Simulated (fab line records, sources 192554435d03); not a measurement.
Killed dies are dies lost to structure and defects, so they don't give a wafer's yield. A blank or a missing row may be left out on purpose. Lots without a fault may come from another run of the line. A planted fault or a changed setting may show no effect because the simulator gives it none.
fab line records | flow n5_finfet | part 2 of 2: steps 5 to 6 of 6
record lots=24 wafers=72 last_day=17
route steps=1938 shown BEOL_M2@909 BEOL_M3@950
lots that met no fault: from a run of the same line without faults
start_h: hours from the record's first day to the start of the lot's first wafer shown | wait_h: hours since the lot's step before | " the same as in the row above | L1.1+2: a row that stands for several wafers | - no value, or no start given | * or withheld: withheld | < > ~ a bound
route shown NAME@n: a module of which the file shows steps, and the number in the route of the first | usual: mean/standard deviation of fault-free wafers | same: alike in all rows | chamber/n: place in a boat | sites: the reading at each site | _std_site: their standard deviation | _edge_site: outer sites' mean less inner sites' | radius_mm: how far each site lies from the wafer's centre | mask NAME#n: copy n | behind: the tool/chamber that last shaped the wafer | hold: why the lot was held/for how many hours/how that ended | device: the transistor (n, p or np) that didn't switch | end of line: the same wafers' tests at the end of the route | a step without rows: its recipe alone | killed: dies lost to structure and defects at the first sort, not the wafer's yield | map: a wafer's dies, x killed, . not, _ none there
set.NAME: the setting as run; set.NAME@STEP: as run at that earlier step | model.NAME: the simulator's own value behind a step, which no gauge read
steps of the route over a sample of lots; a table a step, a row a wafer
services: from which hour (start_h, from the record's first day; less than 0 if before it) a tool's chamber was out of use, for how many hours, and why
## steps
# step N5_BEOL_M3_CD_MEAS_18
# recipe pitch_nm=36 target_cd_nm=18
# usual cd_nm=17.91/0.28
# columns lot.wafer tool chamber start_h wait_h cd_nm
L074.2 cd_sem-01 - 144.53 0.1 17.86
L074.5 " - " " 17.85
L074.6 " - " " 17.78
L075.3 cd_sem-03 - 154.71 0.1 18.03
L075.4 " - " " 18.05
L075.5 " - " " 17.90
L077.1 cd_sem-02 - 154.97 0.0 17.40
L077.3 " - " " 17.76
L077.5 " - " " 17.97
L076.2 cd_sem-02 - 158.68 0.1 17.58
L076.4 " - " " 17.67
L076.6 " - " " 17.84
L079.1 cd_sem-02 - 175.19 0.0 17.70
L079.4 " - " " 17.52
L079.6 " - " " 18.27
L080.1 cd_sem-02 - 178.57 0.0 17.94
L080.3 " - " " 17.78
L080.6 " - " " 17.41
L078.1 cd_sem-01 - 180.48 0.0 17.98
L078.3 " - " " 18.18
L078.6 " - " " 18.40
L081.1 cd_sem-03 - 185.44 0.0 18.28
L081.4 " - " " 18.19
L081.6 " - " " 18.06
L082.1 cd_sem-03 - 185.88 0.0 17.62
L082.4 " - " " 17.45
L082.6 " - " " 18.06
L083.1 cd_sem-02 - 197.74 0.0 18.15
L083.2 " - " " 18.14
L083.4 " - " " 18.53
L084.3 cd_sem-03 - 198.49 0.1 17.42
L084.5 " - " " 17.82
L084.6 " - " " 17.95
L085.2 cd_sem-02 - 212.45 0.1 17.56
L085.4 " - " " 18.07
L085.6 " - " " 17.73
L086.1 cd_sem-01 - 212.83 0.0 17.73
L086.2 " - " " 17.88
L086.4 " - " " 17.13
L087.2 cd_sem-01 - 232.20 0.1 18.01
L087.5 " - " " 17.53
L087.6 " - " " 18.06
L088.2 cd_sem-01 - 237.64 0.1 17.87
L088.3 " - " " 17.80
L088.5 " - " " 18.09
L090.1 cd_sem-02 - 239.48 0.0 18.18
L090.3 " - " " 17.66
L090.6 " - " " 18.01
L089.2 cd_sem-03 - 243.53 0.1 18.18
L089.3 " - " " 17.90
L089.6 " - " " 17.78
L091.4 cd_sem-01 - 247.79 0.1 17.86
L091.5 " - " " 18.18
L091.6 " - " " 18.28
L092.1 cd_sem-03 - 253.12 0.0 18.37
L092.4 " - " " 18.15
L092.6 " - " " 18.04
L093.1 cd_sem-03 - 263.35 0.0 17.74
L093.4 " - " " 18.02
L093.5 " - " " 18.30
L094.2 cd_sem-02 - 264.81 0.1 17.94
L094.3 " - " " 17.78
L094.4 " - " " 18.33
L095.1 cd_sem-01 - 275.16 0.0 18.04
L095.3 " - " " 17.82
L095.4 " - " " 17.49
L096.2 cd_sem-01 - 282.05 0.1 17.89
L096.3 " - " " 18.20
L096.6 " - " " 18.40
L097.1 cd_sem-03 - 285.80 0.0 18.45
L097.4 " - " " 18.32
L097.5 " - " " 18.18
# step N5_BEOL_M3_ETCH_69
# recipe chemistry=CF4 target=SiARC target_depth_a=156 mask_material=CAR-EUV time_s=26 ion_energy_ev=80 pressure_mtorr=40 source_w=545 bias_w=36 Ar_flow_sccm=100 cf4_flow_sccm=100 ends=cleared
# usual drypump_motor_current_A=5.6/0.66 etch_rf_on_time_s=25.8/0.42 oes_product_au=0.68/0.074 rf_vpp_V=183.9/1.3 showerhead_plenum_p_Torr=2.12/0.085 throttle_valve_pct=15.54/0.16
# columns lot.wafer tool chamber start_h wait_h drypump_motor_current_A etch_rf_on_time_s oes_product_au rf_hours_counter_h rf_vpp_V showerhead_plenum_p_Torr throttle_valve_pct
L074.2 rie_diel-03 3 145.02 0.0 5.2 25.8 0.67 113 182.5 2.00 15.44
L074.5 " 2 " " 5.1 26.1 0.65 - 186.6 2.22 15.50
L074.6 " 3 " " 5.2 26.1 0.67 - 182.4 2.00 15.45
L075.3 rie_diel-05 1 155.45 0.0 6.0 26.4 0.58 243 184.7 2.11 15.90
L075.4 " 3 " " 6.8 25.6 0.67 137 183.2 2.07 15.63
L075.5 " 2 " " 6.2 26.5 0.61 - 183.6 2.05 15.72
L077.1 rie_diel-03 3 155.46 0.0 5.2 25.7 0.67 117 182.5 1.99 15.46
L077.3 " 1 " " 5.4 25.6 0.64 168 184.7 2.22 15.48
L077.5 " 2 " " 5.2 25.8 0.65 - 185.1 2.22 15.50
L076.2 rie_diel-03 0 159.17 0.0 5.4 26.0 0.61 223 185.2 2.20 15.59
L076.4 " 1 " " 5.4 25.8 0.64 169 184.2 2.22 15.49
L076.6 " 0 " " 5.4 26.0 0.60 - 186.0 2.20 15.59
L079.1 rie_diel-03 1 175.81 0.0 5.5 25.7 0.64 173 184.4 2.21 15.49
L079.4 " 2 " " 5.2 26.0 0.64 150 184.3 2.22 15.51
L079.6 " 3 " " 5.2 25.9 0.66 - 183.2 1.99 15.47
L080.1 rie_diel-05 0 179.19 0.0 4.7 25.3 0.76 37 184.0 2.10 15.38
L080.3 " 1 " " 6.0 26.6 0.57 250 184.6 2.10 15.90
L080.6 " 0 " " 4.7 25.3 0.75 - 183.6 2.10 15.39
L078.1 rie_diel-03 0 180.98 0.0 5.3 26.0 0.60 229 184.8 2.20 15.60
L078.3 " 3 " " 5.2 26.0 0.65 124 181.2 1.99 15.47
L078.6 " 3 " " 5.2 26.0 0.66 - 183.9 1.99 15.47
L081.1 rie_diel-05 2 186.05 0.0 6.2 26.5 0.61 175 182.6 2.05 15.73
L081.4 " 2 " " 6.2 26.7 0.60 - 182.6 2.05 15.74
L081.6 " 3 " " 6.8 25.9 0.66 - 183.4 2.06 15.66
L082.1 rie_diel-05 0 186.49 0.0 4.7 25.2 0.75 40 184.0 2.09 15.38
L082.4 " 2 " " 6.2 26.3 0.61 - 183.7 2.05 15.74
L082.6 " 0 " " 4.7 25.7 0.75 - 183.5 2.09 15.38
L083.1 rie_diel-05 0 198.36 0.0 4.7 25.5 0.74 45 182.9 2.09 15.39
L083.2 " 3 " " 6.8 25.8 0.66 151 182.1 2.06 15.66
L083.4 " 0 " " 4.7 25.3 0.75 - 182.6 2.09 15.39
L084.3 rie_diel-05 3 198.98 0.0 6.8 25.4 0.66 152 182.0 2.06 15.67
L084.5 " 2 " " 6.2 26.4 0.60 - 182.9 2.05 15.74
L084.6 " 3 " " 6.8 25.5 0.65 - 184.4 2.06 15.67
L085.2 rie_diel-03 1 213.06 0.0 5.4 26.1 0.63 184 184.7 2.21 15.50
L085.4 " 3 " " 5.2 26.3 0.65 134 182.3 1.99 15.47
L085.6 " 0 " " 5.4 26.2 0.59 - 185.4 2.20 15.63
L086.1 rie_diel-05 1 213.32 0.0 6.0 25.6 0.83 3 182.2 2.10 15.44
L086.2 " 0 " " 4.7 25.2 0.74 50 184.0 2.09 15.41
L086.4 " 2 " " 6.3 26.3 0.60 185 182.4 2.04 15.75
L087.2 rie_diel-01 0 232.81 0.0 6.0 25.3 0.87 2 184.4 2.19 15.36
L087.5 " 2 " " 6.4 26.0 0.62 - 185.2 2.21 15.98
L087.6 " 1 " " 5.8 25.8 0.75 - 184.9 2.26 15.38
L088.2 rie_diel-03 1 238.26 0.0 5.4 25.9 0.62 191 185.8 2.21 15.52
L088.3 " 3 " " 5.2 26.3 0.64 140 181.4 1.99 15.50
L088.5 " 2 " " 5.1 26.3 0.63 - 185.0 2.21 15.55
L090.1 rie_diel-05 2 240.38 0.0 6.2 26.8 0.59 194 183.7 2.04 15.78
L090.3 " 3 " " 6.8 26.2 0.64 165 183.9 2.06 15.69
L090.6 " 0 " " 4.7 25.8 0.73 - 183.9 2.09 15.42
L089.2 rie_diel-01 0 244.02 0.0 6.0 25.3 0.85 6 186.5 2.19 15.37
L089.3 " 3 " " 4.9 25.2 0.78 15 184.3 2.19 15.24
L089.6 " 3 " " 4.9 25.0 0.80 - 184.0 2.19 15.22
L091.4 rie_diel-05 0 248.28 0.0 4.7 25.3 0.73 61 182.8 2.09 15.41
L091.5 " 1 " " 6.0 25.4 0.80 - 184.5 2.10 15.45
L091.6 " 0 " " 4.7 25.3 0.73 - 182.7 2.09 15.43
L092.1 rie_diel-05 0 253.74 0.0 4.8 25.1 0.73 62 183.5 2.09 15.43
L092.4 " 3 " " 6.8 25.4 0.65 169 183.6 2.05 15.70
L092.6 " 0 " " 4.7 24.9 0.73 - 182.4 2.09 15.43
L093.1 rie_diel-01 1 263.97 0.0 5.8 25.4 0.75 61 184.5 2.25 15.40
L093.4 " 3 " " 4.9 25.0 0.78 23 185.4 2.19 15.25
L093.5 " 0 " " 6.0 25.1 0.84 - 184.5 2.18 15.37
L094.2 rie_diel-01 1 265.43 0.0 5.8 25.5 0.73 61 184.7 2.25 15.41
L094.3 " 3 " " 4.9 25.4 0.77 24 183.7 2.19 15.24
L094.4 " 2 " " 6.3 26.1 0.61 208 187.2 2.20 15.97
L095.1 rie_diel-03 2 275.65 0.0 5.1 26.2 0.62 177 184.1 2.21 15.56
L095.3 " 1 " " 5.4 25.9 0.62 205 186.0 2.20 15.56
L095.4 " 3 " " 5.2 26.0 0.64 - 183.8 1.98 15.53
L096.2 rie_diel-03 1 282.57 0.0 5.4 26.0 0.60 208 184.0 2.20 15.55
L096.3 " 0 " " 5.4 25.2 0.87 0 185.6 2.19 15.16
L096.6 " 2 " " 5.2 26.2 0.62 - 184.8 2.21 15.57
L097.1 rie_diel-03 1 286.41 0.0 5.4 26.2 0.61 210 184.8 2.20 15.55
L097.4 " 2 " " 5.2 26.0 0.62 182 184.7 2.21 15.59
L097.5 " 2 " " 5.1 26.4 0.62 - 185.3 2.21 15.59
## services
# columns tool chamber start_h hours kind
pvd_sputter-02 - 125.20 3.7 repair
rie_diel-05 - 125.78 2.8 pm
rie_diel-01 3 132.83 3.4 repair
rie_diel-03 - 137.82 2.8 pm
rie_diel-01 0 171.33 5.5 repair
rie_diel-01 3 177.07 - clean
rie_diel-01 3 177.07 - consumable_replace:focus_ring
rie_diel-01 3 177.07 20.5 scheduled_down
rie_diel-01 3 177.07 20.5 vent_cycle
rie_diel-05 1 180.70 - clean
rie_diel-05 1 180.70 - consumable_replace:focus_ring
rie_diel-01 0 197.61 - clean
rie_diel-01 0 197.61 - consumable_replace:focus_ring
rie_diel-01 0 197.61 26.5 scheduled_down
rie_diel-01 0 197.61 26.5 vent_cycle
rie_diel-01 - 202.49 2.8 pm
rie_diel-01 2 247.19 13.3 repair
rie_diel-03 2 251.67 11.3 repair
rie_diel-03 0 263.00 - clean
rie_diel-03 0 263.00 - consumable_replace:focus_ring
rie_diel-03 0 263.00 18.7 scheduled_down
rie_diel-03 0 263.00 18.7 vent_cycle
rie_diel-01 2 276.08 10.4 repair
